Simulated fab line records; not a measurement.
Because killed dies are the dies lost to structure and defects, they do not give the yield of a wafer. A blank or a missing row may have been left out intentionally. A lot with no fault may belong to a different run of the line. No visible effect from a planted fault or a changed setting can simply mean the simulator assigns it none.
Problem report, 8D (eight disciplines) form, completed by code :: flow n5_finfet :: the parts of the form that need people (team, actions taken, sign-off) are left out

== 1. THE ISSUE ==
Wafers free of any fault read 1036 ohm/sq (standard deviation 6.8) for RS_NWELL at N5_BEOL_M4_RC_MEAS_101, against a mean of 942 ohm/sq on 6 wafers of 2 lots. That is -14 standard deviations from the usual mean.
The first sign was on wafer L611.2 at day 11 07:26, on prober-01. Wafers with a number at this step in the record: 32, from 11 lots. Rule for "out" (also "out of limits"): further than 4 standard deviations from the usual mean. The rest of the wafers with a number are treated as sound.

== 2. WHAT THIS IS AND IS NOT ==
question: which readings at this step
is: RS_NWELL
is not: DIBL_N, DIBL_P, IOFF_N, IOFF_P, SS_N, SS_P, VT_N

question: which lots
is: L611, L614
is not: L599, L600, L604, L606, L610, L612, L613, L615, L622

question: which wafers of those lots
is: all that have a number
is not: -

question: read on which gauges
is: prober-01
is not: prober-02

question: when
is: from day 11 07:26
is not: up to then (14 sound wafers); but 12 sound wafers of L612, L613, L615, L622 came after

== 3. SUSPECTS, AND WHAT RULES EACH OUT ==
Counting: any tool at a process step up to the reading is kept as a suspect provided that every lot that is out went through it and no sound lot did after the first of them.
- the gauge at N5_BEOL_M4_RC_MEAS_101 has been ruled out. All the wafers that are out were read on prober-01, but those of them that N5_WELL_APT_IMPLANT_14 has rows for are out there too, on other tools.
- implanter-01 at N5_WELL_APT_IMPLANT_14: kept. Every lot that is out went through it, starting with L611 (day 4 13:47), and after that it ran no sound lot; the last sound lot it ran before then is L610 (day 4 07:44). Its own beam_energy_keV readings are out on those wafers.
The count leaves implanter-01 at N5_WELL_APT_IMPLANT_14.

== 4. THE CAUSE (what the simulator had put in) ==
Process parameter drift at N5_WELL_APT_IMPLANT_14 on implanter-01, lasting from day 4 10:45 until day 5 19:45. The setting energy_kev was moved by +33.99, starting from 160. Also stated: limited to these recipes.
This tool alone remained once counting was done.

== 5. THE EFFECT CHAIN, in route order ==
Each row: a reading where the mean over the struck wafers with a number is more than 3 standard deviations away from the usual. Only readings for which the record gives a usual standard deviation are gone through. hours: the time from each lot's start at the first step in this table that gives one to its start at this step, as a median over the lots. sigmas: the change in usual standard deviations.
hours: 0
step: N5_WELL_APT_IMPLANT_14
reading: beam_energy_keV
usual: 160.00
on struck wafers: 193.97
change: +33.97
sigmas: +99 or more

hours: 161
step: N5_BEOL_M4_RC_MEAS_101
reading: RS_NWELL
usual: 1036 ohm/sq
on struck wafers: 942
change: -94
sigmas: -14
Here are the process steps it includes:
- N5_WELL_APT_IMPLANT_14

== 6. HOW IT WOULD HAVE BEEN CAUGHT EARLIER ==
In this record the first reading out of limits at a measuring or inspecting step was taken at day 11 07:26, 165 hours after the fault began at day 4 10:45.
At N5_WELL_APT_IMPLANT_14, the tool's own readings (beam_energy_keV) were out on each struck wafer the step has a row for, so an alarm limit on them would have fired on the first such wafer.
By day 11 07:26 the whole set of lots that are out, 2 in number, had already begun N5_WELL_APT_IMPLANT_14 on implanter-01. A hold on the tool at that time would have spared none of them.
